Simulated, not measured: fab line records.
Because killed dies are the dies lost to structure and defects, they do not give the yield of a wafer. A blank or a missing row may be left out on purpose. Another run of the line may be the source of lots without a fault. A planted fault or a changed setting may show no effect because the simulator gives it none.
Which tool was responsible? :: flow nand_harc :: 42 wafers from 14 lots sampled at 3 of the route's 1302 steps

== WHAT THE GAUGES SHOWED, per wafer ==
NHARC_P_M1_CD_MEAS_09 targets a cd of 130 nm. Usual: cd_nm 129.9 nm, standard deviation 0.69.
lot: L387
measured: day 6 09:23
on: cd_sem-02
cd_nm (nm): 129.9 130.0 130.8
flag: 

lot: L388
measured: day 6 17:26
on: cd_sem-03
cd_nm (nm): 129.5 128.8 129.3
flag: 

lot: L389
measured: day 7 05:14
on: cd_sem-03
cd_nm (nm): 128.8 128.5 128.7
flag: 

lot: L390
measured: day 7 09:35
on: cd_sem-03
cd_nm (nm): 130.6 130.0 130.5
flag: 

lot: L391
measured: day 8 00:38
on: cd_sem-03
cd_nm (nm): 129.9 129.4 130.4
flag: 

lot: L392
measured: day 8 08:17
on: cd_sem-02
cd_nm (nm): 130.0 130.5 130.3
flag: 

lot: L393
measured: day 8 20:10
on: cd_sem-02
cd_nm (nm): 128.7 129.2 130.4
flag: 

lot: L394
measured: day 9 09:58
on: cd_sem-03
cd_nm (nm): 130.4 129.5 130.9
flag: 

lot: L396
measured: day 10 05:26
on: cd_sem-03
cd_nm (nm): 129.0 129.5 129.8
flag: 

lot: L397
measured: day 10 11:29
on: cd_sem-03
cd_nm (nm): 130.3 129.3 130.1
flag: 

lot: L398
measured: day 10 20:52
on: cd_sem-01
cd_nm (nm): 129.2 129.0 128.5
flag: 

lot: L400
measured: day 11 19:49
on: cd_sem-01
cd_nm (nm): 131.0 130.5 130.9
flag: 

lot: L404
measured: day 13 04:49
on: cd_sem-02
cd_nm (nm): 110.3 110.7 110.4
flag: OFF

lot: L408
measured: day 14 21:33
on: cd_sem-01
cd_nm (nm): 115.4 114.7 114.7
flag: OFF

== WHICH TOOL RAN EACH LOT (tool, then ch and the chambers of the sampled wafers, then the start) ==
lot: L387
NHARC_P_M0_DEP_32: pecvd-02 ch 0,2, day 6 08:18
NHARC_P_M1_EXPOSE_06: arfi_scanner-03 ch 0, day 6 09:14

lot: L388
NHARC_P_M0_DEP_32: pecvd-03 ch 0,1,2, day 6 16:11
NHARC_P_M1_EXPOSE_06: arfi_scanner-01 ch 0, day 6 17:17

lot: L389
NHARC_P_M0_DEP_32: pecvd-02 ch 0,2, day 7 04:09
NHARC_P_M1_EXPOSE_06: arfi_scanner-01 ch 0, day 7 05:05

lot: L390
NHARC_P_M0_DEP_32: pecvd-03 ch 0,1,2, day 7 08:22
NHARC_P_M1_EXPOSE_06: arfi_scanner-03 ch 0, day 7 09:27

lot: L391
NHARC_P_M0_DEP_32: pecvd-03 ch 0,1,2, day 7 23:25
NHARC_P_M1_EXPOSE_06: arfi_scanner-03 ch 0, day 8 00:30

lot: L392
NHARC_P_M0_DEP_32: pecvd-02 ch 0,1,2, day 8 07:05
NHARC_P_M1_EXPOSE_06: arfi_scanner-01 ch 0, day 8 08:08

lot: L393
NHARC_P_M0_DEP_32: pecvd-04 ch 0,2, day 8 18:58
NHARC_P_M1_EXPOSE_06: arfi_scanner-02 ch 0, day 8 20:02

lot: L394
NHARC_P_M0_DEP_32: pecvd-03 ch 0,1,2, day 9 08:49
NHARC_P_M1_EXPOSE_06: arfi_scanner-01 ch 0, day 9 09:49

lot: L396
NHARC_P_M0_DEP_32: pecvd-03 ch 0,1,2, day 10 04:11
NHARC_P_M1_EXPOSE_06: arfi_scanner-02 ch 0, day 10 05:18

lot: L397
NHARC_P_M0_DEP_32: pecvd-02 ch 0,1, day 10 10:15
NHARC_P_M1_EXPOSE_06: arfi_scanner-03 ch 0, day 10 11:20

lot: L398
NHARC_P_M0_DEP_32: pecvd-03 ch 0,1, day 10 19:41
NHARC_P_M1_EXPOSE_06: arfi_scanner-02 ch 0, day 10 20:44

lot: L400
NHARC_P_M0_DEP_32: pecvd-04 ch 1,2, day 11 18:37
NHARC_P_M1_EXPOSE_06: arfi_scanner-01 ch 0, day 11 19:41

lot: L404
NHARC_P_M0_DEP_32: pecvd-02 ch 0,1,2, day 13 03:42
NHARC_P_M1_EXPOSE_06: arfi_scanner-01 ch 0, day 13 04:41

lot: L408
NHARC_P_M0_DEP_32: pecvd-03 ch 0,1,2, day 14 20:25
NHARC_P_M1_EXPOSE_06: arfi_scanner-01 ch 0, day 14 21:25
- NHARC_P_M0_DEP_32: deposits SiCN, target thk 30 nm.
- NHARC_P_M1_EXPOSE_06: exposes mask P M1, target cd 130 nm.

== WHAT THE TOOLS THEMSELVES READ (means of the sampled wafers that have a number; where no wafer has one, the mark that the record gives instead) ==
NHARC_P_M0_DEP_32. Usual: heater_power_outer_w 323 W, standard deviation 52; heater_power_w 564 W, standard deviation 78.
lot: L387
tool: pecvd-02
heater_power_outer_w (W): 255
heater_power_w (W): 479
flag: 

lot: L388
tool: pecvd-03
heater_power_outer_w (W): 347
heater_power_w (W): 575
flag: 

lot: L389
tool: pecvd-02
heater_power_outer_w (W): 291
heater_power_w (W): 529
flag: 

lot: L390
tool: pecvd-03
heater_power_outer_w (W): 346
heater_power_w (W): 587
flag: 

lot: L391
tool: pecvd-03
heater_power_outer_w (W): 323
heater_power_w (W): 558
flag: 

lot: L392
tool: pecvd-02
heater_power_outer_w (W): 286
heater_power_w (W): 522
flag: 

lot: L393
tool: pecvd-04
heater_power_outer_w (W): 347
heater_power_w (W): 627
flag: 

lot: L394
tool: pecvd-03
heater_power_outer_w (W): 347
heater_power_w (W): 585
flag: 

lot: L396
tool: pecvd-03
heater_power_outer_w (W): 355
heater_power_w (W): 590
flag: 

lot: L397
tool: pecvd-02
heater_power_outer_w (W): 354
heater_power_w (W): 623
flag: 

lot: L398
tool: pecvd-03
heater_power_outer_w (W): 320
heater_power_w (W): 554
flag: 

lot: L400
tool: pecvd-04
heater_power_outer_w (W): 313
heater_power_w (W): 540
flag: 

lot: L404
tool: pecvd-02
heater_power_outer_w (W): 295
heater_power_w (W): 532
flag: 

lot: L408
tool: pecvd-03
heater_power_outer_w (W): 348
heater_power_w (W): 584
flag: 

NHARC_P_M1_EXPOSE_06. Usual: exposure_dose_mJ_cm2 81.88, standard deviation 0.089.
lot: L387
tool: arfi_scanner-03
exposure_dose_mJ_cm2: 81.84
flag: 

lot: L388
tool: arfi_scanner-01
exposure_dose_mJ_cm2: 81.89
flag: 

lot: L389
tool: arfi_scanner-01
exposure_dose_mJ_cm2: 81.84
flag: 

lot: L390
tool: arfi_scanner-03
exposure_dose_mJ_cm2: 81.88
flag: 

lot: L391
tool: arfi_scanner-03
exposure_dose_mJ_cm2: 81.99
flag: 

lot: L392
tool: arfi_scanner-01
exposure_dose_mJ_cm2: 81.95
flag: 

lot: L393
tool: arfi_scanner-02
exposure_dose_mJ_cm2: 81.90
flag: 

lot: L394
tool: arfi_scanner-01
exposure_dose_mJ_cm2: 81.99
flag: 

lot: L396
tool: arfi_scanner-02
exposure_dose_mJ_cm2: 81.81
flag: 

lot: L397
tool: arfi_scanner-03
exposure_dose_mJ_cm2: 81.82
flag: 

lot: L398
tool: arfi_scanner-02
exposure_dose_mJ_cm2: 81.87
flag: 

lot: L400
tool: arfi_scanner-01
exposure_dose_mJ_cm2: 81.89
flag: 

lot: L404
tool: arfi_scanner-01
exposure_dose_mJ_cm2: 58.71
flag: OFF

lot: L408
tool: arfi_scanner-01
exposure_dose_mJ_cm2: 63.51
flag: OFF

== THE ANSWER, worked out from the rows above alone ==
Rule: take the mean of a lot's wafers that have a number; if it is more than 3 standard deviations from the usual mean, the lot is off. A lot without any number at a reading at which 4 lots or more have one is off too. All remaining lots with rows at the step are treated as sound. After the gauges, taken in route order, come the tools' own readings; for these a lot's mean is taken, as printed above. The first step at which some lot is off is used, and at that step the reading that is off furthest; a lot without a number counts as furthest.
Off at NHARC_P_M1_CD_MEAS_09 (cd_nm): L404, L408.
If a tool, at a process step before that reading, ran all the lots that are off and no sound lot after the first of them, it fits. Not tried: the gauges at NHARC_P_M1_CD_MEAS_09; whatever is off there is also off at NHARC_P_M1_EXPOSE_06, on other tools, and gauge error can't account for it. One fits: arfi_scanner-01 at NHARC_P_M1_EXPOSE_06. Its last sound lot is L400 (day 11 19:41), its first lot that is off L404 (day 13 04:41): a fault that began between those two fits.
The tool's own readings at NHARC_P_M1_EXPOSE_06 bear it out: on the lots that are off they differ by more than 5 times the standard deviation of the sound lots' means. exposure_dose_mJ_cm2 reads 61.11 there against 81.89 on the sound lots.

== WHAT THE SIMULATOR HAD PUT IN ==
Process parameter drift: arfi_scanner-01, from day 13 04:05 on, at NHARC_P_M1_EXPOSE_06. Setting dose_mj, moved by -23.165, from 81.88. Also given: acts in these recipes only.
Shown lots that were struck: L404, L408. The rule above reached the same finding.
